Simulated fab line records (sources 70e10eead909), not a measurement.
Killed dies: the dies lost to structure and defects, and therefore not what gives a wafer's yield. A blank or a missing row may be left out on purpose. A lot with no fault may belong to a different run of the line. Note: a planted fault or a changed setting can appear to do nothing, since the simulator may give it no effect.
Chamber matching ; flow nand harc ; NHARC_A_STAIRCASE_ETCHBACK_157 on rie diel-13: 4 sister chambers
The step etches the open film in CH3F/O2, target depth 90 nm, time 167.14 s. 4 wafers are shown with their chamber, then 9 later ones without.

== WAFERS, EACH WITH ITS CHAMBER ==
wafer;chamber;showerhead plenum p Torr (Torr)
L079.6;1;2.55
L089.2;2;2.63
L089.3;0;2.32
L089.4;3;2.31

== WAFERS WITHOUT THEIR CHAMBER ==
wafer;showerhead plenum p Torr (Torr)
L087.2;2.54
L087.5;2.31
L087.6;2.32
L091.2;2.32
L091.4;2.53
L091.5;2.31
L096.2;2.31
L096.4;2.53
L096.6;2.62

== EACH ONE'S CHAMBER ==
wafer;from the rows above;in truth
L087.2;1;1
L087.5;can't be placed: 3 or 0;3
L087.6;can't be placed: 0 or 3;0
L091.2;can't be placed: 0 or 3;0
L091.4;1;1
L091.5;can't be placed: 3 or 0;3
L096.2;can't be placed: 3 or 0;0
L096.4;1;1
L096.6;2;2
Correct placement for 4 of the 9. From these rows, 5 cannot be placed; in 5 the true chamber is one of the candidates. Placed wrongly: 0.
How it was worked out, from the rows above alone: a wafer's distance from a chamber is the root of the sum, over the readings, of the square of ((its reading less the chamber's mean) divided by the reading's scatter). If the next closest chamber is less than 2 further off than the closest, the wafer can't be placed; otherwise it belongs to the closest. The mean given for a chamber averages the wafers shown for that chamber. The scatter: with one shown wafer a chamber, the root of the mean of the squares of how far each hidden wafer lies from its nearest shown one.
